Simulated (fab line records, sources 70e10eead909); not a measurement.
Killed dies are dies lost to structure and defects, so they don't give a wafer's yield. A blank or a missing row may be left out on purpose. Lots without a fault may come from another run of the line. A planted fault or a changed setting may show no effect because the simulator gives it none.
Chamber matching | flow nand_harc | NHARC_A_STAIRCASE_DEP_417 on pecvd-02: 3 sister chambers
The step deposits Si3N4, target thk 60 nm. 14 wafers are shown with their chamber, then 7 later ones without.

WAFERS WITH THEIR CHAMBER
wafer  | chamber | heater_power_w (W)
L935.1 | 2       | 650
L935.2 | 1       | 716
L935.4 | 0       | 677
L937.3 | 2       | 626
L937.4 | 0       | 743
L937.5 | 1       | 708
L938.1 | 1       | 593
L938.3 | 2       | 711
L938.5 | 2       | 708
L940.2 | 2       | 711
L940.4 | 1       | 655
L940.6 | 0       | 698
L943.1 | 2       | 718
L943.3 | 0       | 656

SIGNATURES (means of the wafers above)
reading        | chamber 0 | chamber 1 | chamber 2 | scatter within a chamber
heater_power_w | 693.50    | 668.00    | 687.33    | 44.2
Rule: a wafer's distance from a chamber is the root of the sum, over the readings, of the square of ((its reading less the chamber's mean) divided by the reading's scatter). The wafer belongs to the nearest chamber; if the next one is less than 2 further off, it can't be placed. The scatter: the root of (the sum of the squares of (reading less its chamber's mean) over the shown wafers, divided by (wafers less chambers)).

WAFERS WITHOUT THEIR CHAMBER
wafer  | heater_power_w (W)
L943.5 | 690
L957.1 | 668
L957.2 | 740
L957.6 | 724
L958.3 | 656
L958.4 | 706
L958.5 | 663

WHICH CHAMBER EACH WENT THROUGH
wafer  | from the rows above          | in truth
L943.5 | can't be placed: 2 or 0 or 1 | 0
L957.1 | can't be placed: 1 or 2 or 0 | 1
L957.2 | can't be placed: 0 or 2 or 1 | 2
L957.6 | can't be placed: 0 or 2 or 1 | 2
L958.3 | can't be placed: 1 or 2 or 0 | 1
L958.4 | can't be placed: 0 or 2 or 1 | 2
L958.5 | can't be placed: 1 or 2 or 0 | 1
Placed correctly: 0 of 7. Can't be placed from these rows: 7 (the true chamber is among the candidates in 7). Placed wrongly: 0.
